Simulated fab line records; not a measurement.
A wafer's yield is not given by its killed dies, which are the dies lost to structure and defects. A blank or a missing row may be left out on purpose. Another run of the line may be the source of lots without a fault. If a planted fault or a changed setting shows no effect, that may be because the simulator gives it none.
Chamber matching -- flow nandHarc -- NHARC_A_STAIRCASE_DEP_156 on pecvd-02: 3 sister chambers
The step deposits SiNx, target thk 50 nm. 14 wafers are shown with their chamber, then 7 later ones without.

== WAFERS PAIRED WITH THEIR CHAMBERS ==
wafer,chamber,heaterPowerW (W)
L075.3,1,629
L075.4,0,609
L075.6,2,707
L082.1,0,714
L082.4,1,669
L082.6,0,714
L083.1,1,574
L083.5,2,727
L083.6,1,555
L084.1,2,701
L084.3,1,639
L084.5,0,652
L087.2,2,763
L087.4,2,740

SIGNATURES (means of the wafers above)
reading,chamber 0,chamber 1,chamber 2,scatter within a chamber
heaterPowerW,672.25,613.20,727.60,42
Rule: for each reading, subtract the chamber's mean from the wafer's reading, divide by that reading's scatter and square the result; add these up over the readings and take the root, which gives the wafer's distance from the chamber. The wafer belongs to the nearest chamber; if the next one is less than 2 further off, it can't be placed. How the scatter is found: for the shown wafers, subtract from each reading the mean of its chamber, square and add these, divide the total by (wafers less chambers), then take the root.

== WAFERS WHOSE CHAMBER IS MISSING ==
wafer,heaterPowerW (W)
L087.6,723
L088.1,670
L088.2,680
L088.5,682
L091.1,717
L091.4,695
L091.5,735

== THE CHAMBER EACH PASSED THROUGH ==
wafer,from the rows above,in truth
L087.6,can't be placed: 2 or 0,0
L088.1,can't be placed: 0 or 1 or 2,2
L088.2,can't be placed: 0 or 2 or 1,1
L088.5,can't be placed: 0 or 2 or 1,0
L091.1,can't be placed: 2 or 0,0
L091.4,can't be placed: 0 or 2 or 1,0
L091.5,can't be placed: 2 or 0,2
Correctly placed: 0 of 7. Cannot be placed on the basis of these rows: 7; the candidates contain the true chamber in 7. Number placed wrongly: 0.
